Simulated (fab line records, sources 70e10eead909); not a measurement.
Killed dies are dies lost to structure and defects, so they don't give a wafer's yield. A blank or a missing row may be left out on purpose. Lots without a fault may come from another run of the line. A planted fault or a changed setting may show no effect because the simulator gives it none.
fab line records | flow nand_harc | part 2 of 2: steps 27 to 35 of 35
record lots=5 wafers=15 last_day=32
route steps=1302 shown P_GATE@153
lots that met no fault: from a run of the same line without faults
start_h: hours from the record's first day to the start of the lot's first wafer shown | wait_h: hours since the lot's step before | " the same as in the row above | L1.1+2: a row that stands for several wafers | - no value, or no start given | * or withheld: withheld | < > ~ a bound
route shown NAME@n: a module of which the file shows steps, and the number in the route of the first | usual: mean/standard deviation of fault-free wafers | same: alike in all rows | chamber/n: place in a boat | sites: the reading at each site | _std_site: their standard deviation | _edge_site: outer sites' mean less inner sites' | radius_mm: how far each site lies from the wafer's centre | mask NAME#n: copy n | behind: the tool/chamber that last shaped the wafer | hold: why the lot was held/for how many hours/how that ended | device: the transistor (n, p or np) that didn't switch | end of line: the same wafers' tests at the end of the route | a step without rows: its recipe alone | killed: dies lost to structure and defects at the first sort, not the wafer's yield | map: a wafer's dies, x killed, . not, _ none there
set.NAME: the setting as run; set.NAME@STEP: as run at that earlier step | model.NAME: the simulator's own value behind a step, which no gauge read
lots at some steps of the route; a table a step, a row a wafer
services: from which hour (start_h, from the record's first day; less than 0 if before it) a tool's chamber was out of use, for how many hours, and why
## steps
# step NHARC_P_GATE_COAT_53
# recipe spin_rpm=3000
# usual resist_line_temp_C=23.01/0.11
# columns lot.wafer tool chamber start_h wait_h resist_line_temp_C
L081.3 litho_track-07 0 - - 23.15
L081.4 " 0 " " 22.90
L081.6 " 0 " " 22.92
L087.1 litho_track-03 0 - - 23.08
L087.5 " 0 " " 22.99
L087.6 " 0 " " 23.04
L094.1 litho_track-02 0 - - 23.15
L094.3 " 0 " " 23.12
L094.4 " 0 " " 23.13
L095.2 litho_track-07 0 - - 23.08
L095.3 " 0 " " 22.95
L095.6 " 0 " " 23.04
L093.2 litho_track-02 0 - - 22.90
L093.3 " 0 " " 22.98
L093.4 " 0 " " 23.10
# step NHARC_P_GATE_SOFTBAKE_54
# recipe temp_c=122 time_s=95
# usual heater_power_total_W=160.1/0.46 resist_line_temp_C=23.02/0.094
# columns lot.wafer tool chamber start_h wait_h heater_power_total_W resist_line_temp_C
L081.3 litho_track-07 0 - - 159.3 23.14
L081.4 " 0 " " 160.0 23.03
L081.6 " 0 " " 160.5 23.10
L087.1 litho_track-03 0 - - 159.9 22.90
L087.5 " 0 " " 160.5 22.91
L087.6 " 0 " " 160.8 23.02
L094.1 litho_track-02 0 - - 159.6 23.07
L094.3 " 0 " " 159.7 23.05
L094.4 " 0 " " 159.8 22.85
L095.2 litho_track-07 0 - - 159.3 23.08
L095.3 " 0 " " 160.7 23.11
L095.6 " 0 " " 160.7 22.96
L093.2 litho_track-02 0 - - 160.0 22.91
L093.3 " 0 " " 159.8 23.03
L093.4 " 0 " " 159.9 22.88
# step NHARC_P_GATE_EBR_55
# usual resist_line_temp_C=23.03/0.11
# columns lot.wafer tool chamber start_h wait_h resist_line_temp_C
L081.3 litho_track-07 0 - - 22.89
L081.4 " 0 " " 22.88
L081.6 " 0 " " 22.94
L087.1 litho_track-03 0 - - 22.91
L087.5 " 0 " " 23.10
L087.6 " 0 " " 22.96
L094.1 litho_track-02 0 - - 23.08
L094.3 " 0 " " 23.11
L094.4 " 0 " " 23.25
L095.2 litho_track-07 0 - - 22.81
L095.3 " 0 " " 22.93
L095.6 " 0 " " 22.92
L093.2 litho_track-02 0 - - 22.96
L093.3 " 0 " " 22.96
L093.4 " 0 " " 23.08
# step NHARC_P_GATE_EXPOSE_56
# recipe na=0.6 target_cd_nm=720 dose_mj=14.81 mask_id=P_PSD
# columns lot.wafer tool chamber start_h wait_h mask
L081.3+4+6 krf_scanner-01 0 180.15 - P_PSD#0
L087.1+5+6 krf_scanner-02 0 236.33 - P_PSD#0
L094.1+3+4 krf_scanner-02 0 312.41 - P_PSD#0
L095.2+3+6 krf_scanner-02 0 312.60 - P_PSD#0
L093.2+3+4 krf_scanner-03 0 318.74 - P_PSD#0
# step NHARC_P_GATE_PEB_57
# recipe peb_temp_c=118 peb_time_s=85
# usual heater_power_total_W=164.00/0.28 resist_line_temp_C=23.00/0.12
# columns lot.wafer tool chamber start_h wait_h heater_power_total_W resist_line_temp_C
L081.3 litho_track-02 0 180.21 0.1 164.15 23.05
L081.4 " 0 " " 164.50 23.11
L081.6 " 0 " " 164.24 22.95
L087.1 litho_track-07 0 236.39 0.1 163.75 23.00
L087.5 " 0 " " 163.68 23.21
L087.6 " 0 " " 163.75 22.94
L094.1 litho_track-03 0 312.48 0.1 164.37 22.87
L094.3 " 0 " " 164.39 23.04
L094.4 " 0 " " 163.72 22.98
L095.2 litho_track-02 0 312.66 0.1 164.26 23.05
L095.3 " 0 " " 164.08 23.18
L095.6 " 0 " " 163.82 23.03
L093.2 litho_track-07 0 318.80 0.1 164.32 22.90
L093.3 " 0 " " 163.90 22.74
L093.4 " 0 " " 164.19 22.95
# step NHARC_P_GATE_DEVELOP_58
# recipe time_s=70
# usual resist_line_temp_C=23.01/0.11
# columns lot.wafer tool chamber start_h wait_h resist_line_temp_C
L081.3 litho_track-02 0 - - 22.92
L081.4 " 0 " " 22.84
L081.6 " 0 " " 22.97
L087.1 litho_track-07 0 - - 22.87
L087.5 " 0 " " 22.97
L087.6 " 0 " " 23.06
L094.1 litho_track-03 0 - - 23.05
L094.3 " 0 " " 23.12
L094.4 " 0 " " 22.92
L095.2 litho_track-02 0 - - 22.91
L095.3 " 0 " " 22.91
L095.6 " 0 " " 23.05
L093.2 litho_track-07 0 - - 22.94
L093.3 " 0 " " 22.92
L093.4 " 0 " " 22.99
# step NHARC_P_GATE_CD_MEAS_59
# recipe target_cd_nm=720 landing_energy_ev=500
# usual cd_nm=719.8/1.4
# columns lot.wafer tool chamber start_h wait_h cd_nm
L081.3 cd_sem-02 0 180.30 - 720.0
L081.4 " 0 " " 720.0
L081.6 " 0 " " 720.2
L087.1 cd_sem-03 0 236.48 - 718.5
L087.5 " 0 " " 718.8
L087.6 " 0 " " 719.0
L094.1 cd_sem-03 0 312.57 - 720.6
L094.3 " 0 " " 720.7
L094.4 " 0 " " 719.8
L095.2 cd_sem-01 0 312.76 - 719.7
L095.3 " 0 " " 719.3
L095.6 " 0 " " 719.8
L093.2 cd_sem-03 0 318.90 - 720.5
L093.3 " 0 " " 721.8
L093.4 " 0 " " 722.3
# step NHARC_P_GATE_HARDBAKE_60
# recipe temp_c=125 time_s=80
# usual heater_power_total_W=183.9/0.77 resist_line_temp_C=23.02/0.11
# columns lot.wafer tool chamber start_h wait_h heater_power_total_W resist_line_temp_C
L081.3 litho_track-07 0 180.38 - 183.4 23.17
L081.4 " 0 " " 183.3 23.04
L081.6 " 0 " " 184.5 23.29
L087.1 litho_track-07 0 236.56 - 185.0 23.17
L087.5 " 0 " " 183.4 23.08
L087.6 " 0 " " 183.8 23.14
L094.1 litho_track-07 0 312.65 - 182.8 22.90
L094.3 " 0 " " 184.8 22.94
L094.4 " 0 " " 182.8 22.89
L095.2 litho_track-02 0 312.84 - 183.1 22.73
L095.3 " 0 " " 182.7 22.91
L095.6 " 0 " " 183.8 22.92
L093.2 litho_track-02 0 318.98 - 182.8 23.09
L093.3 " 0 " " 183.6 23.13
L093.4 " 0 " " 184.9 22.99
# step NHARC_P_GATE_DESCUM_61
# recipe time_s=3 o2_flow_sccm=200 ar_flow_sccm=0 bias_power_w=0 chemistry=O2
# usual drypump_motor_current_A=5.8/0.46 oes_product_au=1.001/0.0081 rf_vpp_V=57.8/1 showerhead_plenum_p_Torr=1.92/0.094 throttle_valve_pct=11.311/0.0091
# columns lot.wafer tool chamber start_h wait_h drypump_motor_current_A oes_product_au rf_hours_counter_h rf_vpp_V showerhead_plenum_p_Torr throttle_valve_pct
L081.3 rie_diel-05 2 180.48 - 5.1 0.999 7 59.4 2.06 11.315
L081.4 " 3 " " 6.0 1.002 6 58.4 2.00 11.310
L081.6 " 2 " " 5.1 0.985 - 58.9 2.06 11.293
L087.1 rie_diel-03 1 236.68 - 5.6 1.010 9 55.0 1.78 11.308
L087.6 " 2 " " 6.6 1.008 - 57.7 2.06 11.319
L087.5 " 3 " " 5.2 1.002 - 57.4 1.86 11.304
L094.3 rie_diel-05 1 312.73 - 5.7 1.006 6 57.9 2.02 11.328
L094.1 " 3 " " 6.0 1.002 6 60.7 2.00 11.312
L094.4 " 0 " " 6.3 0.998 6 56.7 1.96 11.301
L095.3 rie_diel-03 1 312.91 - 5.6 0.997 1 55.3 1.78 11.305
L095.2 " 2 " " 6.6 1.012 1 60.1 2.06 11.310
L095.6 " 1 " " 5.6 1.005 - 57.4 1.78 11.300
L093.4 rie_diel-07 1 319.05 - 5.6 0.999 0 59.6 1.84 11.315
L093.3 " 2 " " 5.4 0.996 0 57.1 1.85 11.310
L093.2 " 0 " " 6.3 0.999 0 57.3 1.90 11.313
## services
# columns tool chamber start_h hours kind
implanter-02 - 146.00 13.0 pm
krf_scanner-02 - 150.59 0.2 repair
plasma_asher-01 - 165.31 9.0 pm
wet_bench-09 - 176.80 8.0 pm
rie_diel-07 3 199.32 8.3 repair
litho_track-02 - 227.00 7.0 pm
rie_diel-05 - 229.60 9.0 pm
wet_bench-02 - 244.00 8.0 pm
rie_diel-03 - 246.68 0.6 repair
plasma_asher-02 - 249.29 9.0 pm
litho_track-07 - 251.00 7.0 pm
rie_diel-05 2 257.82 16.8 repair
rie_diel-07 2 260.33 5.0 repair
wet_bench-05 - 260.80 8.0 pm
plasma_asher-02 - 263.96 8.2 repair
krf_scanner-02 - 266.00 4.0 pm
rie_diel-07 1 274.83 37.0 repair
litho_track-03 - 275.00 7.0 pm
rie_diel-03 - 281.40 9.0 pm
krf_scanner-01 - 284.57 0.2 repair
rie_diel-07 - 294.20 9.0 pm
krf_scanner-01 - 298.01 2.1 repair
rie_diel-05 3 302.40 5.9 repair
rie_diel-03 2 316.68 10.1 repair
